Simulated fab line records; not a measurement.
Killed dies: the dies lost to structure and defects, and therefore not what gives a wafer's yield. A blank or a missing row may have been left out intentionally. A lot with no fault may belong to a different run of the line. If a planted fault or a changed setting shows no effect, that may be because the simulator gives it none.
Which tool did it? -- flow nand-harc -- 69 wafers from 23 lots sampled at 6 of the route's 1302 steps

## WHAT EACH GAUGE READ, for each wafer
No reading from a measuring or inspecting step in the record can be judged against a usual standard deviation.

## WHAT TOOL EACH LOT RAN ON (gives the tool, then ch and the chambers of the sampled wafers, and finally the start)
lot,NHARC_P_ZERO_WELL_DESCUM_39,NHARC_P_ZERO_WELL_DESCUM_54,NHARC_P_GATE_DESCUM_93,NHARC_P_GATE_STRIP_113,NHARC_P_GATE_RTA_80,NHARC_P_GATE_RTA_82
L074,"rie-diel-02 ch 0,1,2, day 2 00:10","rie-diel-03 ch 0,1,3, day 2 01:49","rie-diel-10 ch 1,2, day 5 16:59","plasma-asher-02 ch 0,1, day 5 17:21","rtp-anneal-01 ch 0, day 5 19:16","rtp-anneal-02 ch 0, day 5 19:43"
L075,"rie-diel-05 ch 1,3, day 2 10:17","rie-diel-03 ch 1,2,3, day 2 11:50","rie-diel-01 ch 2,3, day 6 05:17","plasma-asher-02 ch 1, day 6 05:47","rtp-anneal-02 ch 0, day 6 07:37","rtp-anneal-01 ch 0, day 6 08:04"
L076,"rie-diel-03 ch 0,3, day 2 20:23","rie-diel-03 ch 0,3, day 2 22:08","rie-diel-01 ch 1,3, day 6 13:41","plasma-asher-01 ch 0,1, day 6 14:03","rtp-anneal-01 ch 0, day 6 15:56","rtp-anneal-02 ch 0, day 6 16:35"
L077,"rie-diel-03 ch 1,2, day 3 06:45","rie-diel-03 ch 0,3, day 3 08:27","rie-diel-01 ch 0,3, day 7 01:24","plasma-asher-01 ch 0,1, day 7 01:46","rtp-anneal-02 ch 0, day 7 03:38","rtp-anneal-02 ch 0, day 7 04:06"
L078,"rie-diel-05 ch 0,3, day 3 16:10","rie-diel-03 ch 2,3, day 3 17:47","rie-diel-10 ch 0,1,2, day 7 02:07","plasma-asher-01 ch 0, day 7 02:32","rtp-anneal-01 ch 0, day 7 04:25","rtp-anneal-01 ch 0, day 7 04:53"
L079,"rie-diel-03 ch 0,2,3, day 4 02:26","rie-diel-05 ch 0,1,3, day 4 04:05","rie-diel-09 ch 1,2, day 7 16:46","plasma-asher-02 ch 0,1, day 7 17:22","rtp-anneal-02 ch 0, day 7 19:06","rtp-anneal-01 ch 0, day 7 19:33"
L080,"rie-diel-05 ch 0,1,2, day 4 12:19","rie-diel-03 ch 0,2,3, day 4 13:52","rie-diel-01 ch 0,3, day 8 07:51","plasma-asher-02 ch 0,1, day 8 08:14","rtp-anneal-02 ch 0, day 8 10:08","rtp-anneal-01 ch 0, day 8 10:37"
L081,"rie-diel-05 ch 1,2, day 4 22:42","rie-diel-03 ch 0,1, day 5 00:21","rie-diel-10 ch 2,3, day 8 13:58","plasma-asher-01 ch 0,1, day 8 14:20","rtp-anneal-02 ch 0, day 8 16:16","rtp-anneal-01 ch 0, day 8 16:43"
L082,"rie-diel-05 ch 1,2,3, day 5 08:30","rie-diel-05 ch 0,1,3, day 5 10:09","rie-diel-09 ch 0,1,3, day 9 02:44","plasma-asher-01 ch 0,1, day 9 03:14","rtp-anneal-02 ch 0, day 9 05:10","rtp-anneal-01 ch 0, day 9 05:37"
L083,"rie-diel-02 ch 0,1,2, day 5 18:32","rie-diel-05 ch 0,1,3, day 5 20:11","rie-diel-09 ch 0,2,3, day 9 14:52","plasma-asher-02 ch 0,1, day 9 15:16","rtp-anneal-02 ch 0, day 9 17:10","rtp-anneal-01 ch 0, day 9 17:46"
L084,"rie-diel-05 ch 0,1,3, day 6 04:13","rie-diel-05 ch 0,1,3, day 6 05:44","rie-diel-01 ch 0,1, day 9 23:24","plasma-asher-02 ch 0,1, day 10 00:01","rtp-anneal-02 ch 0, day 10 01:41","rtp-anneal-01 ch 0, day 10 02:09"
L085,"rie-diel-02 ch 1,2,3, day 6 14:24","rie-diel-02 ch 1,2,3, day 6 15:55","rie-diel-01 ch 0,3, day 10 04:07","plasma-asher-02 ch 0,1, day 10 04:28","rtp-anneal-01 ch 0, day 10 06:21","rtp-anneal-02 ch 0, day 10 06:49"
L086,"rie-diel-02 ch 0,1,2, day 7 00:59","rie-diel-05 ch 2,3, day 7 02:37","rie-diel-01 ch 0,1,3, day 10 18:00","plasma-asher-01 ch 0,1, day 10 18:41","rtp-anneal-01 ch 0, day 10 20:16","rtp-anneal-02 ch 0, day 10 20:43"
L087,"rie-diel-03 ch 1,2,3, day 7 10:09","rie-diel-03 ch 1,2, day 7 11:49","rie-diel-10 ch 0,2, day 10 22:24","plasma-asher-02 ch 1, day 10 22:46","rtp-anneal-01 ch 0, day 11 00:41","rtp-anneal-02 ch 0, day 11 01:10"
L088,"rie-diel-05 ch 1,3, day 7 20:29","rie-diel-02 ch 0,1,2, day 7 22:07","rie-diel-09 ch 0,2,3, day 11 13:33","plasma-asher-01 ch 0,1, day 11 14:02","rtp-anneal-02 ch 0, day 11 15:51","rtp-anneal-01 ch 0, day 11 16:19"
L089,"rie-diel-05 ch 0,1,2, day 8 06:33","rie-diel-02 ch 1,2, day 8 08:11","rie-diel-09 ch 0,1,3, day 11 20:25","plasma-asher-01 ch 0,1, day 11 21:05","rtp-anneal-02 ch 0, day 11 22:47","rtp-anneal-01 ch 0, day 11 23:15"
L090,"rie-diel-03 ch 0,3, day 8 16:12","rie-diel-05 ch 0,1, day 8 17:41","rie-diel-10 ch 0,1,2, day 12 10:37","plasma-asher-02 ch 0,1, day 12 11:19","rtp-anneal-02 ch 0, day 12 12:55","rtp-anneal-02 ch 0, day 12 13:29"
L091,"rie-diel-05 ch 1,2,3, day 9 02:07","rie-diel-03 ch 0,2,3, day 9 03:37","rie-diel-10 ch 0,1, day 12 22:46","plasma-asher-02 ch 0,1, day 12 23:08","rtp-anneal-01 ch 0, day 13 01:01","rtp-anneal-02 ch 0, day 13 01:28"
L092,"rie-diel-05 ch 1,2, day 9 12:10","rie-diel-03 ch 0,1, day 9 13:48","rie-diel-10 ch 0,1,3, day 12 23:32","plasma-asher-01 ch 1, day 13 00:02","rtp-anneal-01 ch 0, day 13 01:56","rtp-anneal-01 ch 0, day 13 02:24"
L093,"rie-diel-02 ch 0,2, day 9 22:16","rie-diel-05 ch 1,3, day 9 23:55","rie-diel-10 ch 2,3, day 13 13:48","plasma-asher-01 ch 0,1, day 13 14:17","rtp-anneal-01 ch 0, day 13 16:04","rtp-anneal-01 ch 0, day 13 16:32"
L094,"rie-diel-05 ch 2,3, day 10 09:06","rie-diel-02 ch 0,2,3, day 10 10:45","rie-diel-09 ch 0,1,2, day 14 06:23","plasma-asher-02 ch 0,1, day 14 06:51","rtp-anneal-02 ch 0, day 14 08:38","rtp-anneal-02 ch 0, day 14 09:06"
L095,"rie-diel-02 ch 1,2, day 10 18:24","rie-diel-03 ch 1,2,3, day 10 20:10","rie-diel-10 ch 0,1,2, day 14 09:04","plasma-asher-01 ch 0,1, day 14 09:46","rtp-anneal-01 ch 0, day 14 11:22","rtp-anneal-02 ch 0, day 14 11:50"
L096,"rie-diel-02 ch 2,3, day 11 04:59","rie-diel-03 ch 0,1,2, day 11 06:29","rie-diel-01 ch 0,2,3, day 14 19:37","plasma-asher-02 ch 0,1, day 14 19:59","rtp-anneal-01 ch 0, day 14 21:56","rtp-anneal-02 ch 0, day 14 22:23"
- NHARC_P_ZERO_WELL_DESCUM_39: chemistry O2, time 3 s.
- NHARC_P_ZERO_WELL_DESCUM_54: chemistry O2, time 3 s.
- NHARC_P_GATE_DESCUM_93: chemistry O2, time 3 s.
- NHARC_P_GATE_STRIP_113: strips in N2/H2, time 740 s.
- NHARC_P_GATE_RTA_80: time 30 s.
- NHARC_P_GATE_RTA_82: time 30 s.

## WHAT THE TOOLS THEMSELVES READ (means of the sampled wafers that have a number; where no wafer has one, the mark that the record gives instead)
NHARC_P_ZERO_WELL_DESCUM_39. Usual: drypump-motor-current-A 6.0 A, standard deviation 0.44; mfc-ar-sccm 0.005 sccm, standard deviation 0.0054; oes-product-au 1.001 a.u., standard deviation 0.0096; rf-vpp-V 57.9 V, standard deviation 0.92; showerhead-plenum-p-Torr 1.91 Torr, standard deviation 0.074; throttle-valve-pct 11.310 %, standard deviation 0.0094.
lot,tool,drypump-motor-current-A (A),mfc-ar-sccm (sccm),oes-product-au (a.u.),rf-vpp-V (V),showerhead-plenum-p-Torr (Torr),throttle-valve-pct (%),flag
L074,rie-diel-02,5.9,0.004,0.993,58.6,1.90,11.310,
L075,rie-diel-05,5.9,0.010,1.006,59.0,2.01,11.311,
L076,rie-diel-03,5.9,0.004,1.008,58.4,1.97,11.302,
L077,rie-diel-03,6.3,0.000,0.991,57.1,1.88,11.300,
L078,rie-diel-05,5.7,0.000,1.008,57.4,1.91,11.318,
L079,rie-diel-03,6.2,0.004,1.011,58.5,1.92,11.314,
L080,rie-diel-05,6.2,0.007,0.996,58.2,1.91,11.325,
L081,rie-diel-05,5.9,0.009,1.002,57.4,1.93,11.309,
L082,rie-diel-05,5.7,0.007,1.002,58.1,1.95,11.306,
L083,rie-diel-02,5.9,0.004,1.013,57.2,1.90,11.314,
L084,rie-diel-05,6.0,0.005,0.994,58.6,1.92,11.310,
L085,rie-diel-02,6.0,0.007,1.003,58.0,1.88,11.311,
L086,rie-diel-02,5.8,0.004,1.006,57.4,1.89,11.307,
L087,rie-diel-03,6.2,0.004,1.004,58.3,1.92,11.309,
L088,rie-diel-05,5.9,0.010,0.983,58.3,2.00,11.303,
L089,rie-diel-05,6.2,0.007,0.999,58.0,1.90,11.316,
L090,rie-diel-03,5.9,0.004,1.002,58.6,1.96,11.307,
L091,rie-diel-05,5.7,0.007,0.993,57.9,1.95,11.315,
L092,rie-diel-05,5.9,0.009,1.001,59.0,1.92,11.308,
L093,rie-diel-02,5.7,0.002,1.004,57.1,1.93,11.305,
L094,rie-diel-05,5.4,0.002,1.008,57.8,1.92,11.314,
L095,rie-diel-02,6.0,0.006,0.997,57.5,1.85,11.304,
L096,rie-diel-02,6.0,0.007,1.002,57.2,1.84,11.308,

NHARC_P_ZERO_WELL_DESCUM_54. Usual: drypump-motor-current-A 6.0 A, standard deviation 0.45; mfc-ar-sccm 0.004 sccm, standard deviation 0.0054; oes-product-au 1.002 a.u., standard deviation 0.0087; rf-vpp-V 57.8 V, standard deviation 0.93; showerhead-plenum-p-Torr 1.92 Torr, standard deviation 0.074; throttle-valve-pct 11.311 %, standard deviation 0.0087.
lot,tool,drypump-motor-current-A (A),mfc-ar-sccm (sccm),oes-product-au (a.u.),rf-vpp-V (V),showerhead-plenum-p-Torr (Torr),throttle-valve-pct (%),flag
L074,rie-diel-03,5.9,0.004,1.004,58.0,1.98,11.311,
L075,rie-diel-03,6.2,0.004,1.003,57.2,1.93,11.315,
L076,rie-diel-03,6.1,0.008,0.998,58.5,1.96,11.315,
L077,rie-diel-03,6.1,0.008,1.001,58.1,1.96,11.318,
L078,rie-diel-03,6.4,0.008,0.992,57.8,1.91,11.319,
L079,rie-diel-05,6.0,0.005,1.003,58.1,1.93,11.314,
L080,rie-diel-03,6.2,0.004,0.998,57.6,1.92,11.310,
L081,rie-diel-03,5.7,0.000,1.005,57.3,1.98,11.317,
L082,rie-diel-05,6.1,0.005,1.000,57.3,1.92,11.312,
L083,rie-diel-05,6.0,0.005,1.004,57.3,1.92,11.313,
L084,rie-diel-05,6.0,0.005,0.996,57.9,1.92,11.303,
L085,rie-diel-02,6.1,0.007,1.003,57.2,1.88,11.313,
L086,rie-diel-05,5.4,0.002,1.014,57.7,1.93,11.322,
L087,rie-diel-03,5.9,0.000,1.005,58.0,1.94,11.311,
L088,rie-diel-02,5.9,0.004,1.009,58.0,1.89,11.299,
L089,rie-diel-02,6.0,0.005,1.011,58.2,1.84,11.315,
L090,rie-diel-05,6.5,0.005,0.997,56.7,1.87,11.312,
L091,rie-diel-03,6.2,0.004,1.000,58.4,1.90,11.307,
L092,rie-diel-03,5.6,0.000,0.994,57.8,1.97,11.316,
L093,rie-diel-05,5.9,0.010,0.998,58.1,1.99,11.312,
L094,rie-diel-02,5.9,0.005,0.999,58.1,1.91,11.309,
L095,rie-diel-03,6.2,0.004,1.005,57.5,1.91,11.312,
L096,rie-diel-03,6.0,0.000,1.006,58.6,1.92,11.310,

NHARC_P_GATE_DESCUM_93. Usual: drypump-motor-current-A 5.7 A, standard deviation 0.37; mfc-ar-sccm 0.005 sccm, standard deviation 0.0079; oes-product-au 1.000 a.u., standard deviation 0.011; rf-vpp-V 57.9 V, standard deviation 0.93; showerhead-plenum-p-Torr 1.93 Torr, standard deviation 0.082; throttle-valve-pct 11.310 %, standard deviation 0.0088.
lot,tool,drypump-motor-current-A (A),mfc-ar-sccm (sccm),oes-product-au (a.u.),rf-vpp-V (V),showerhead-plenum-p-Torr (Torr),throttle-valve-pct (%),flag
L074,rie-diel-10,5.5,0.000,1.007,58.6,1.97,11.311,
L075,rie-diel-01,6.1,0.016,0.987,57.9,2.00,11.312,
L076,rie-diel-01,5.6,0.000,1.009,57.4,1.88,11.315,
L077,rie-diel-01,6.0,0.004,0.991,58.0,1.94,11.305,
L078,rie-diel-10,5.6,0.000,1.005,57.8,1.98,11.314,
L079,rie-diel-09,6.3,0.014,0.998,57.7,1.84,11.309,
L080,rie-diel-01,5.6,0.009,0.991,57.8,1.90,11.308,
L081,rie-diel-10,5.5,0.000,1.002,57.4,1.84,11.315,
L082,rie-diel-09,5.7,0.005,0.996,57.9,1.96,11.311,
L083,rie-diel-09,5.9,0.005,0.979,58.1,1.93,11.322,
L084,rie-diel-01,5.3,0.004,0.996,57.6,1.85,11.305,
L085,rie-diel-01,5.9,0.004,0.998,57.1,1.94,11.313,
L086,rie-diel-01,5.6,0.004,1.005,58.3,1.89,11.306,
L087,rie-diel-10,5.6,0.000,0.995,58.9,1.94,11.312,
L088,rie-diel-09,5.8,0.005,0.991,58.8,1.93,11.313,
L089,rie-diel-09,5.7,0.005,0.997,58.1,1.96,11.313,
L090,rie-diel-10,5.6,0.000,1.005,57.7,1.98,11.317,
L091,rie-diel-10,5.7,0.000,1.009,58.1,2.01,11.314,
L092,rie-diel-10,5.7,0.000,1.016,58.2,1.95,11.309,
L093,rie-diel-10,5.5,0.000,0.989,57.5,1.86,11.311,
L094,rie-diel-09,6.0,0.009,0.996,57.8,1.92,11.298,
L095,rie-diel-10,5.6,0.000,1.001,58.7,1.97,11.311,
L096,rie-diel-01,5.8,0.012,1.002,57.5,1.95,11.305,

NHARC_P_GATE_STRIP_113. Usual: drypump-motor-current-A 5.3 A, standard deviation 0.5; heater-power-w 83 W, standard deviation 7.8; temp-c 109.98 C, standard deviation 0.13.
lot,tool,drypump-motor-current-A (A),heater-power-w (W),temp-c (C),flag
L074,plasma-asher-02,4.8,87,110.05,
L075,plasma-asher-02,4.7,92,110.14,
L076,plasma-asher-01,5.8,79,110.03,
L077,plasma-asher-01,5.9,86,109.90,
L078,plasma-asher-01,5.7,72,110.10,
L079,plasma-asher-02,4.8,84,109.91,
L080,plasma-asher-02,4.8,88,109.85,
L081,plasma-asher-01,5.8,77,109.99,
L082,plasma-asher-01,5.8,82,110.10,
L083,plasma-asher-02,4.8,82,109.97,
L084,plasma-asher-02,4.8,83,110.03,
L085,plasma-asher-02,4.8,87,110.00,
L086,plasma-asher-01,5.8,76,109.92,
L087,plasma-asher-02,4.7,92,109.92,
L088,plasma-asher-01,5.8,84,110.00,
L089,plasma-asher-01,5.8,81,109.93,
L090,plasma-asher-02,4.8,84,109.97,
L091,plasma-asher-02,4.8,85,110.02,
L092,plasma-asher-01,5.9,87,109.70,
L093,plasma-asher-01,5.8,82,110.14,
L094,plasma-asher-02,4.8,85,110.10,
L095,plasma-asher-01,5.8,77,109.92,
L096,plasma-asher-02,4.8,88,109.95,

NHARC_P_GATE_RTA_80. Usual: lamp-power-pct 2.20 %, standard deviation 0.11; wafer_temp_C_max 301.8, standard deviation 0.49.
lot,tool,lamp-power-pct (%),wafer_temp_C_max,flag
L074,rtp-anneal-01,2.31,301.7,
L075,rtp-anneal-02,2.10,301.9,
L076,rtp-anneal-01,2.31,301.4,
L077,rtp-anneal-02,2.10,302.4,
L078,rtp-anneal-01,2.31,301.5,
L079,rtp-anneal-02,2.10,302.3,
L080,rtp-anneal-02,2.10,302.1,
L081,rtp-anneal-02,2.10,301.7,
L082,rtp-anneal-02,2.10,301.8,
L083,rtp-anneal-02,2.10,301.8,
L084,rtp-anneal-02,2.09,301.8,
L085,rtp-anneal-01,2.31,301.6,
L086,rtp-anneal-01,2.30,301.5,
L087,rtp-anneal-01,2.31,301.4,
L088,rtp-anneal-02,2.10,302.3,
L089,rtp-anneal-02,2.10,302.1,
L090,rtp-anneal-02,2.10,302.0,
L091,rtp-anneal-01,2.31,301.6,
L092,rtp-anneal-01,2.31,301.9,
L093,rtp-anneal-01,2.31,301.4,
L094,rtp-anneal-02,2.09,302.6,
L095,rtp-anneal-01,2.31,301.2,
L096,rtp-anneal-01,2.31,301.5,

NHARC_P_GATE_RTA_82. Usual: lamp-power-pct 4.35 %, standard deviation 0.21; wafer_temp_C_max 452.6, standard deviation 0.7.
lot,tool,lamp-power-pct (%),wafer_temp_C_max,flag
L074,rtp-anneal-02,4.12,453.6,
L075,rtp-anneal-01,4.54,452.3,
L076,rtp-anneal-02,4.12,453.4,
L077,rtp-anneal-02,4.13,453.0,
L078,rtp-anneal-01,4.54,452.0,
L079,rtp-anneal-01,4.53,452.5,
L080,rtp-anneal-01,4.54,452.6,
L081,rtp-anneal-01,4.53,451.8,
L082,rtp-anneal-01,4.53,452.6,
L083,rtp-anneal-01,4.54,452.2,
L084,rtp-anneal-01,4.54,452.2,
L085,rtp-anneal-02,4.12,453.1,
L086,rtp-anneal-02,4.13,452.9,
L087,rtp-anneal-02,4.12,453.6,
L088,rtp-anneal-01,4.54,452.1,
L089,rtp-anneal-01,4.54,452.5,
L090,rtp-anneal-02,4.12,453.7,
L091,rtp-anneal-02,4.12,453.0,
L092,rtp-anneal-01,4.53,451.7,
L093,rtp-anneal-01,4.54,452.3,
L094,rtp-anneal-02,4.12,452.7,
L095,rtp-anneal-02,4.11,453.1,
L096,rtp-anneal-02,4.12,453.3,

## THE ANSWER, worked out from the rows above alone
Rule: take the mean of a lot's wafers that have a number; if it is more than 3 standard deviations from the usual mean, the lot is off. Also off: a lot with no number at a reading for which 4 or more lots have one. Any other lot the step has rows for is counted as sound. First the gauges in route order, then the tools' own readings, where a lot's mean is used as printed above. At the first step where some lot is off, the reading lying furthest off is the one used; lots without a number count as furthest.
No lot is off at any reading shown: from this, nothing can be told.

## WHAT HAD BEEN PUT IN BY THE SIMULATOR
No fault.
